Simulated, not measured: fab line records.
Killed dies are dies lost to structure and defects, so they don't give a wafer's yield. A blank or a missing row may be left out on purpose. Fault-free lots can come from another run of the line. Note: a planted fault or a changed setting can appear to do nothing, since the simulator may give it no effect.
Matching of chambers / flow n5 finfet / rie diel-01 running N5_BEOL_M10_STRIP_19: 4 sister chambers
The step strips in O2. 16 wafers are shown with their chamber, then 7 later ones without.

WAFERS WITH THEIR CHAMBER
wafer=L801.2; chamber=3; throttle valve pct (%)=16.69; rf vpp V (V)=3.9; oes product au (a.u.)=0.81
wafer=L801.4; chamber=0; throttle valve pct (%)=16.90; rf vpp V (V)=4.2; oes product au (a.u.)=0.70
wafer=L801.5; chamber=0; throttle valve pct (%)=16.91; rf vpp V (V)=3.2; oes product au (a.u.)=0.70
wafer=L803.2; chamber=1; throttle valve pct (%)=16.87; rf vpp V (V)=4.4; oes product au (a.u.)=0.68
wafer=L803.3; chamber=3; throttle valve pct (%)=16.67; rf vpp V (V)=2.9; oes product au (a.u.)=0.81
wafer=L803.5; chamber=3; throttle valve pct (%)=16.69; rf vpp V (V)=3.9; oes product au (a.u.)=0.82
wafer=L808.1; chamber=2; throttle valve pct (%)=16.43; rf vpp V (V)=4.0; oes product au (a.u.)=0.87
wafer=L808.2; chamber=1; throttle valve pct (%)=16.89; rf vpp V (V)=3.9; oes product au (a.u.)=0.66
wafer=L808.4; chamber=2; throttle valve pct (%)=16.43; rf vpp V (V)=3.9; oes product au (a.u.)=0.86
wafer=L814.3; chamber=2; throttle valve pct (%)=16.47; rf vpp V (V)=2.5; oes product au (a.u.)=0.85
wafer=L814.5; chamber=2; throttle valve pct (%)=16.45; rf vpp V (V)=4.5; oes product au (a.u.)=0.85
wafer=L814.6; chamber=3; throttle valve pct (%)=16.71; rf vpp V (V)=3.8; oes product au (a.u.)=0.77
wafer=L816.1; chamber=1; throttle valve pct (%)=16.49; rf vpp V (V)=4.8; oes product au (a.u.)=0.95
wafer=L816.6; chamber=0; throttle valve pct (%)=16.48; rf vpp V (V)=3.6; oes product au (a.u.)=0.90
wafer=L817.2; chamber=3; throttle valve pct (%)=16.74; rf vpp V (V)=2.4; oes product au (a.u.)=0.77
wafer=L817.4; chamber=1; throttle valve pct (%)=16.49; rf vpp V (V)=4.5; oes product au (a.u.)=0.95

SIGNATURES, as means of the wafers listed above
reading=throttle valve pct; chamber 0=16.7633; chamber 1=16.6850; chamber 2=16.4450; chamber 3=16.7000; scatter within a chamber=0.152
reading=rf vpp V; chamber 0=3.667; chamber 1=4.400; chamber 2=3.725; chamber 3=3.380; scatter within a chamber=0.648
reading=oes product au; chamber 0=0.7667; chamber 1=0.8100; chamber 2=0.8575; chamber 3=0.7960; scatter within a chamber=0.0948
Rule: a wafer's distance from a chamber is the root of the sum, over the readings, of the square of ((its reading less the chamber's mean) divided by the reading's scatter). The wafer belongs to the nearest chamber; if the next one is less than 2 further off, it can't be placed. The scatter is the square root of a quotient: the sum, over the shown wafers, of each reading's squared deviation from its chamber's mean, divided by wafers minus chambers.

WAFERS WHOSE CHAMBER IS MISSING
wafer=L817.6; throttle valve pct (%)=16.48; rf vpp V (V)=4.0; oes product au (a.u.)=0.95
wafer=L815.1; throttle valve pct (%)=16.48; rf vpp V (V)=4.1; oes product au (a.u.)=0.84
wafer=L815.4; throttle valve pct (%)=16.76; rf vpp V (V)=3.3; oes product au (a.u.)=0.76
wafer=L815.5; throttle valve pct (%)=16.73; rf vpp V (V)=3.2; oes product au (a.u.)=0.77
wafer=L820.1; throttle valve pct (%)=16.77; rf vpp V (V)=2.6; oes product au (a.u.)=0.76
wafer=L820.2; throttle valve pct (%)=16.50; rf vpp V (V)=4.2; oes product au (a.u.)=0.92
wafer=L820.6; throttle valve pct (%)=16.49; rf vpp V (V)=3.1; oes product au (a.u.)=0.84

THE CHAMBER EACH PASSED THROUGH
wafer=L817.6; from the rows above=can't be placed: 2 or 1 or 3 or 0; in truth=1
wafer=L815.1; from the rows above=can't be placed: 2 or 1 or 3 or 0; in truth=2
wafer=L815.4; from the rows above=can't be placed: 3 or 0 or 1 or 2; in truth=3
wafer=L815.5; from the rows above=can't be placed: 3 or 0 or 1 or 2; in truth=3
wafer=L820.1; from the rows above=can't be placed: 3 or 0 or 1 or 2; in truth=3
wafer=L820.2; from the rows above=can't be placed: 2 or 1 or 3 or 0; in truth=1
wafer=L820.6; from the rows above=can't be placed: 2 or 3 or 0 or 1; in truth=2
Placed correctly: 0 of 7. Can't be placed from these rows: 7 (the true chamber is among the candidates in 7). Placed wrongly: 0.
